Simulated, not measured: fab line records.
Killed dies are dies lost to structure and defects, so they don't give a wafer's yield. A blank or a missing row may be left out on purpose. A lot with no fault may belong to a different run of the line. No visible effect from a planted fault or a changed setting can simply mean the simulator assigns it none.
What tool caused it?	flow n5Finfet	23 lots, 69 wafers sampled, at 6 steps of a route of 1938

WHAT THE GAUGES READ, wafer by wafer
Not one reading of a measure or inspect step in the record can be checked against a usual standard deviation.

WHICH TOOL RAN EACH LOT (tool, then ch and the chambers of the sampled wafers, then the start)
lot	N5_BEOL_M0_STRIP_140	N5_BEOL_M0_ETCH_128	N5_BEOL_M0_SPUTTER_132	N5_BEOL_M0_ANNEAL_133	N5_BEOL_M0_CMP_120	N5_BEOL_M0_DEP_125
L074	rieDiel-06 ch 1,2, day 5 23:46	rieDiel-06 ch 1,2,3, day 6 00:05	pvdSputter-02, day 6 03:40	pvdSputter-02, day 6 03:44	cmp-03 ch 0,1,3, day 6 04:23	pecvd-04 ch 0,2, day 6 04:55
L076	rieDiel-04 ch 0,1, day 6 06:48	rieDiel-04 ch 0,3, day 6 07:46	pvdSputter-02, day 6 10:54	pvdSputter-02, day 6 10:59	cmp-03 ch 1,2, day 6 11:39	pecvd-02 ch 0,2, day 6 12:12
L077	rieDiel-05 ch 1,2, day 6 11:43	rieDiel-04 ch 0,1,3, day 6 11:52	pvdSputter-01, day 6 15:01	pvdSputter-01, day 6 15:05	cmp-02 ch 0,2,3, day 6 15:44	pecvd-02 ch 1,2, day 6 16:14
L078	rieDiel-05 ch 0,1, day 6 17:11	rieDiel-06 ch 0,2,3, day 6 17:20	pvdSputter-03, day 6 19:41	pvdSputter-03, day 6 19:46	cmp-03 ch 0,2,3, day 6 20:39	pecvd-02 ch 1,2, day 6 21:05
L079	rieDiel-04 ch 0,2, day 7 00:44	rieDiel-05 ch 0,3, day 7 01:04	pvdSputter-01, day 7 03:29	pvdSputter-01, day 7 03:34	cmp-01 ch 1,2, day 7 04:42	pecvd-03 ch 1,2, day 7 05:11
L080	rieDiel-04 ch 1,2, day 7 03:44	rieDiel-06 ch 1,3, day 7 03:53	pvdSputter-02, day 7 06:02	pvdSputter-02, day 7 06:07	cmp-02 ch 0,1, day 7 06:46	pecvd-04 ch 0,1,2, day 7 07:15
L081	rieDiel-06 ch 0,1, day 7 15:08	rieDiel-04 ch 0,1,2, day 7 16:07	pvdSputter-02, day 7 18:13	pvdSputter-02, day 7 18:18	cmp-02 ch 0,1,3, day 7 19:04	pecvd-02 ch 1,2, day 7 19:26
L082	rieDiel-04 ch 0,1, day 7 23:50	rieDiel-04 ch 0,2,3, day 7 23:59	pvdSputter-01, day 8 01:31	pvdSputter-01, day 8 01:35	cmp-01 ch 1,2,3, day 8 03:15	pecvd-04 ch 1,2, day 8 03:40
L083	rieDiel-05 ch 0,1,3, day 8 00:04	rieDiel-06 ch 0,1, day 8 00:20	pvdSputter-02, day 8 01:38	pvdSputter-02, day 8 01:43	cmp-02 ch 0,3, day 8 03:19	pecvd-03 ch 0,2, day 8 03:49
L084	rieDiel-06 ch 0,2,3, day 8 15:13	rieDiel-06 ch 2,3, day 8 15:34	pvdSputter-02, day 8 17:55	pvdSputter-02, day 8 17:59	cmp-02 ch 0,2,3, day 8 18:41	pecvd-02 ch 0,2, day 8 19:08
L085	rieDiel-05 ch 1,2, day 8 16:46	rieDiel-06 ch 0,3, day 8 16:56	pvdSputter-02, day 8 18:32	pvdSputter-02, day 8 18:37	cmp-01 ch 0,1,3, day 8 19:23	pecvd-03 ch 0,2, day 8 19:45
L086	rieDiel-04 ch 1,2,3, day 9 04:35	rieDiel-06 ch 0,1, day 9 04:43	pvdSputter-03, day 9 06:32	pvdSputter-03, day 9 06:37	cmp-01 ch 0,2,3, day 9 07:23	pecvd-02 ch 0,1, day 9 07:46
L088	rieDiel-04 ch 0,1, day 9 10:53	rieDiel-04 ch 0,2,3, day 9 11:46	pvdSputter-01, day 9 13:25	pvdSputter-01, day 9 13:29	cmp-02 ch 2,3, day 9 14:44	pecvd-02 ch 0,1, day 9 15:11
L087	rieDiel-06 ch 0,2,3, day 9 12:20	rieDiel-05 ch 0,1,2, day 9 12:29	pvdSputter-01, day 9 15:44	pvdSputter-01, day 9 15:49	cmp-02 ch 0,1,2, day 9 16:30	pecvd-03 ch 0,1,2, day 9 16:57
L089	rieDiel-06 ch 0,2,3, day 9 12:47	rieDiel-06 ch 0,2, day 9 12:55	pvdSputter-01, day 9 16:53	pvdSputter-01, day 9 16:58	cmp-02 ch 0,2,3, day 9 17:40	pecvd-03 ch 0,1,2, day 9 18:07
L090	rieDiel-04 ch 0,2,3, day 9 16:38	rieDiel-05 ch 0,1, day 9 16:48	pvdSputter-01, day 9 18:42	pvdSputter-01, day 9 18:47	cmp-02 ch 0,2, day 9 20:03	pecvd-03 ch 1,2, day 9 20:30
L091	rieDiel-06 ch 0,1,2, day 10 00:54	rieDiel-04 ch 0,1,3, day 10 01:16	pvdSputter-02, day 10 03:01	pvdSputter-02, day 10 03:06	cmp-02 ch 0,2,3, day 10 03:56	pecvd-02 ch 0,1,2, day 10 04:26
L092	rieDiel-05 ch 0,1,2, day 10 11:26	rieDiel-04 ch 1,3, day 10 11:35	pvdSputter-02, day 10 13:48	pvdSputter-02, day 10 13:53	cmp-01 ch 0,1,2, day 10 14:34	pecvd-03 ch 1,2, day 10 15:01
L093	rieDiel-04 ch 0,1,3, day 10 13:33	rieDiel-04 ch 1,2,3, day 10 13:41	pvdSputter-02, day 10 15:31	pvdSputter-02, day 10 15:36	cmp-01 ch 0,3, day 10 16:58	pecvd-03 ch 0,2, day 10 17:25
L094	rieDiel-05 ch 0,1, day 10 22:45	rieDiel-05 ch 0,2, day 10 23:28	pvdSputter-03, day 11 02:43	pvdSputter-03, day 11 02:47	cmp-03 ch 0,1,2, day 11 03:32	pecvd-03 ch 0,2, day 11 04:04
L095	rieDiel-06 ch 0,2, day 11 02:14	rieDiel-04 ch 0,1,3, day 11 02:23	pvdSputter-03, day 11 05:09	pvdSputter-03, day 11 05:14	cmp-02 ch 0,1, day 11 05:54	pecvd-04 ch 1,2, day 11 06:23
L096	rieDiel-06 ch 0,3, day 11 10:35	rieDiel-04 ch 1,2, day 11 10:44	pvdSputter-01, day 11 12:32	pvdSputter-01, day 11 12:37	cmp-03 ch 0,1,2, day 11 13:44	pecvd-02 ch 0,2, day 11 14:09
L097	rieDiel-04 ch 0,1, day 11 14:32	rieDiel-05 ch 1,2,3, day 11 14:40	pvdSputter-02, day 11 16:39	pvdSputter-02, day 11 16:44	cmp-03 ch 0,1, day 11 17:23	pecvd-03 ch 0,1, day 11 17:52
- N5_BEOL_M0_STRIP_140: strips in CF4.
- N5_BEOL_M0_ETCH_128: etches SiCN in CF4/N2, target depth 12 nm, overetch 5.1 nm, time 21.4 s.
- N5_BEOL_M0_SPUTTER_132: material Cu, target thk 4 nm, time 7.37 s.
- N5_BEOL_M0_ANNEAL_133: time 60 s.
- N5_BEOL_M0_CMP_120: polishes, stops on SiOC, t overpolish 6.9 s.
- N5_BEOL_M0_DEP_125: deposits SiCN from 3MS/NH3, target thk 8 nm, time 14 s.

WHAT THE TOOLS THEMSELVES READ (means of the sampled wafers that have a number; where no wafer has one, the mark that the record gives instead)
N5_BEOL_M0_STRIP_140.
lot	tool	drypumpMotorCurrentA (A)	oesProductAu (a.u.)	rfVppV (V)	showerheadPlenumPTorr (Torr)	throttleValvePct (%)
L074	rieDiel-06	5.9	0.81	270.1	1.79	13.55
L076	rieDiel-04	5.8	0.88	273.4	1.83	13.23
L077	rieDiel-05	5.7	0.81	271.3	1.87	13.27
L078	rieDiel-05	5.5	0.82	274.0	1.89	13.39
L079	rieDiel-04	5.6	0.85	271.8	1.82	13.51
L080	rieDiel-04	6.0	0.84	270.6	1.82	13.32
L081	rieDiel-06	6.3	0.81	271.9	1.86	13.45
L082	rieDiel-04	5.8	0.85	271.7	1.83	13.27
L083	rieDiel-05	5.5	0.77	272.8	1.85	13.55
L084	rieDiel-06	6.0	0.72	268.8	1.74	13.50
L085	rieDiel-05	5.7	0.84	272.7	1.84	13.16
L086	rieDiel-04	5.8	0.85	272.6	1.82	13.34
L088	rieDiel-04	5.6	0.84	271.0	1.82	13.37
L087	rieDiel-06	6.0	0.71	270.6	1.74	13.50
L089	rieDiel-06	6.0	0.72	269.4	1.74	13.51
L090	rieDiel-04	5.6	0.85	272.3	1.82	13.46
L091	rieDiel-06	6.0	0.77	273.6	1.80	13.56
L092	rieDiel-05	5.5	0.82	273.0	1.86	13.33
L093	rieDiel-04	5.7	0.84	271.7	1.82	13.30
L094	rieDiel-05	5.5	0.75	272.1	1.87	13.49
L095	rieDiel-06	5.8	0.72	269.2	1.76	13.56
L096	rieDiel-06	6.1	0.80	272.6	1.82	13.32
L097	rieDiel-04	5.6	0.82	272.1	1.82	13.43

N5_BEOL_M0_ETCH_128.
lot	tool	drypumpMotorCurrentA (A)	mfcArSccm (sccm)	oesProductAu (a.u.)	rfVppV (V)	showerheadPlenumPTorr (Torr)	throttleValvePct (%)
L074	rieDiel-06	6.2	100.2	0.54	381.8	2.19	15.29
L076	rieDiel-04	5.5	99.8	0.52	384.2	2.26	15.42
L077	rieDiel-04	5.7	100.2	0.57	384.1	2.25	15.26
L078	rieDiel-06	6.0	100.0	0.51	380.7	2.14	15.30
L079	rieDiel-05	5.4	99.5	0.59	384.5	2.29	15.41
L080	rieDiel-06	6.5	99.8	0.56	382.6	2.25	15.27
L081	rieDiel-04	5.8	99.8	0.59	382.2	2.24	15.28
L082	rieDiel-04	5.6	100.1	0.60	383.7	2.24	15.29
L083	rieDiel-06	6.2	99.8	0.56	384.8	2.29	15.30
L084	rieDiel-06	6.3	99.9	0.49	380.0	2.10	15.30
L085	rieDiel-06	6.4	99.8	0.48	380.5	2.13	15.25
L086	rieDiel-06	6.1	99.7	0.53	382.7	2.24	15.31
L088	rieDiel-04	5.6	100.0	0.59	383.1	2.24	15.30
L087	rieDiel-05	5.5	99.8	0.57	384.4	2.30	15.15
L089	rieDiel-06	5.8	100.3	0.51	381.8	2.17	15.37
L090	rieDiel-05	5.3	99.6	0.56	385.3	2.33	15.33
L091	rieDiel-04	5.7	99.9	0.60	383.6	2.24	15.14
L092	rieDiel-04	5.7	99.9	0.60	382.4	2.25	15.05
L093	rieDiel-04	5.8	99.9	0.57	382.6	2.24	15.23
L094	rieDiel-05	5.5	100.0	0.60	383.0	2.27	15.06
L095	rieDiel-04	5.7	100.1	0.58	383.7	2.24	15.16
L096	rieDiel-04	6.0	100.1	0.55	382.7	2.23	15.25
L097	rieDiel-05	5.8	100.3	0.59	383.5	2.23	15.13

N5_BEOL_M0_SPUTTER_132.
lot	tool	chamberPressurePa (Pa)	susceptorTempC (C)	throttleValvePct (%)
L074	pvdSputter-02	0.07006	-20.00	30.4
L076	pvdSputter-02	0.06997	-20.11	30.1
L077	pvdSputter-01	0.06999	-19.88	30.4
L078	pvdSputter-03	0.06999	-20.02	29.1
L079	pvdSputter-01	0.06999	-19.94	31.2
L080	pvdSputter-02	0.06987	-20.00	30.0
L081	pvdSputter-02	0.07002	-20.13	30.1
L082	pvdSputter-01	0.06993	-19.92	29.9
L083	pvdSputter-02	0.07007	-19.91	29.7
L084	pvdSputter-02	0.06989	-20.03	30.5
L085	pvdSputter-02	0.06998	-20.09	29.8
L086	pvdSputter-03	0.07015	-19.92	29.1
L088	pvdSputter-01	0.07021	-20.11	30.4
L087	pvdSputter-01	0.06998	-20.03	30.9
L089	pvdSputter-01	0.07001	-20.09	29.8
L090	pvdSputter-01	0.07010	-19.87	29.3
L091	pvdSputter-02	0.06993	-20.02	30.3
L092	pvdSputter-02	0.06998	-19.93	30.9
L093	pvdSputter-02	0.06979	-20.05	30.7
L094	pvdSputter-03	0.07011	-20.00	30.1
L095	pvdSputter-03	0.06993	-19.94	29.9
L096	pvdSputter-01	0.07004	-20.01	31.2
L097	pvdSputter-02	0.07011	-20.11	30.2

N5_BEOL_M0_ANNEAL_133.
lot	tool	heaterPowerW (W)	susceptorTempC (C)
L074	pvdSputter-02	781	400.16
L076	pvdSputter-02	724	399.85
L077	pvdSputter-01	859	400.21
L078	pvdSputter-03	853	399.99
L079	pvdSputter-01	926	400.04
L080	pvdSputter-02	797	400.26
L081	pvdSputter-02	787	399.97
L082	pvdSputter-01	793	400.03
L083	pvdSputter-02	854	400.14
L084	pvdSputter-02	784	399.92
L085	pvdSputter-02	817	400.14
L086	pvdSputter-03	856	399.86
L088	pvdSputter-01	840	400.23
L087	pvdSputter-01	925	400.06
L089	pvdSputter-01	796	400.14
L090	pvdSputter-01	822	399.91
L091	pvdSputter-02	809	399.98
L092	pvdSputter-02	743	400.13
L093	pvdSputter-02	725	400.16
L094	pvdSputter-03	821	400.10
L095	pvdSputter-03	887	399.88
L096	pvdSputter-01	913	400.09
L097	pvdSputter-02	788	399.95

N5_BEOL_M0_CMP_120.
lot	tool	barrierFieldEndpointS (s)	motorCurrentA (A)	overpolishRunS (s)	padLifeWafers	timeToEndpointS (s)
L074	cmp-03	3.60	6.4	6.900	1489	64.2
L076	cmp-03	3.75	6.7	6.898	1554	63.8
L077	cmp-02	3.80	5.5	6.903	121	63.2
L078	cmp-03	3.76	6.3	6.897	1622	66.2
L079	cmp-01	3.44	6.1	6.904	996	61.0
L080	cmp-02	3.83	6.2	6.906	242	65.5
L081	cmp-02	3.74	6.0	6.898	333	65.0
L082	cmp-01	3.81	6.3	6.897	1184	62.8
L083	cmp-02	3.60	5.3	6.899	398	63.2
L084	cmp-02	3.77	5.7	6.914	506	64.7
L085	cmp-01	3.65	6.4	6.897	1293	62.2
L086	cmp-01	3.74	6.8	6.908	1401	66.7
L088	cmp-02	3.59	5.8	6.906	709	63.0
L087	cmp-02	3.74	5.9	6.900	734	62.8
L089	cmp-02	3.75	5.7	6.904	740	61.6
L090	cmp-02	3.50	5.4	6.900	758	61.0
L091	cmp-02	3.60	5.6	6.893	836	62.0
L092	cmp-01	3.70	6.3	6.901	1712	64.5
L093	cmp-01	3.59	7.2	6.904	1729	61.2
L094	cmp-03	3.65	6.5	6.904	217	66.0
L095	cmp-02	3.50	5.8	6.897	1050	60.4
L096	cmp-03	3.53	6.5	6.911	326	65.8
L097	cmp-03	3.62	6.4	6.901	350	60.0

N5_BEOL_M0_DEP_125.
lot	tool	showerheadPlenumPTorr (Torr)	throttleValvePct (%)
L074	pecvd-04	3.683	9.2
L076	pecvd-02	3.663	8.8
L077	pecvd-02	3.673	8.8
L078	pecvd-02	3.664	9.3
L079	pecvd-03	3.676	8.9
L080	pecvd-04	3.672	8.9
L081	pecvd-02	3.671	8.8
L082	pecvd-04	3.672	9.0
L083	pecvd-03	3.684	8.6
L084	pecvd-02	3.660	8.8
L085	pecvd-03	3.676	8.6
L086	pecvd-02	3.643	9.7
L088	pecvd-02	3.649	9.7
L087	pecvd-03	3.684	8.7
L089	pecvd-03	3.677	8.8
L090	pecvd-03	3.674	8.6
L091	pecvd-02	3.662	9.3
L092	pecvd-03	3.680	8.7
L093	pecvd-03	3.684	8.6
L094	pecvd-03	3.677	8.6
L095	pecvd-04	3.667	8.5
L096	pecvd-02	3.646	9.5
L097	pecvd-03	3.680	8.7

THE ANSWER, worked out from the rows above alone
Rule: usual is defined by the lots themselves. Put in order of their means at a reading, lots are off if they are a third of the lots or fewer, leave a main group of 4 or more, and stand apart from it by a gap of 3 or more times the standard deviation of the main group's means; of several such gaps the widest counts. A main group whose means are all the same, to the digits that the tables above print for the reading, isn't used. Also off: a lot with no number at a reading for which 4 or more lots have one. Any other lot the step has rows for is counted as sound. First the gauges in route order, then the tools' own readings, where a lot's mean is used as printed above. The first step at which some lot is off is used, and at that step the reading that is off furthest; a lot without a number counts as furthest.
Across all readings shown, no lot is off: no conclusion can be drawn from this.

WHAT THE SIMULATOR HAD PUT IN
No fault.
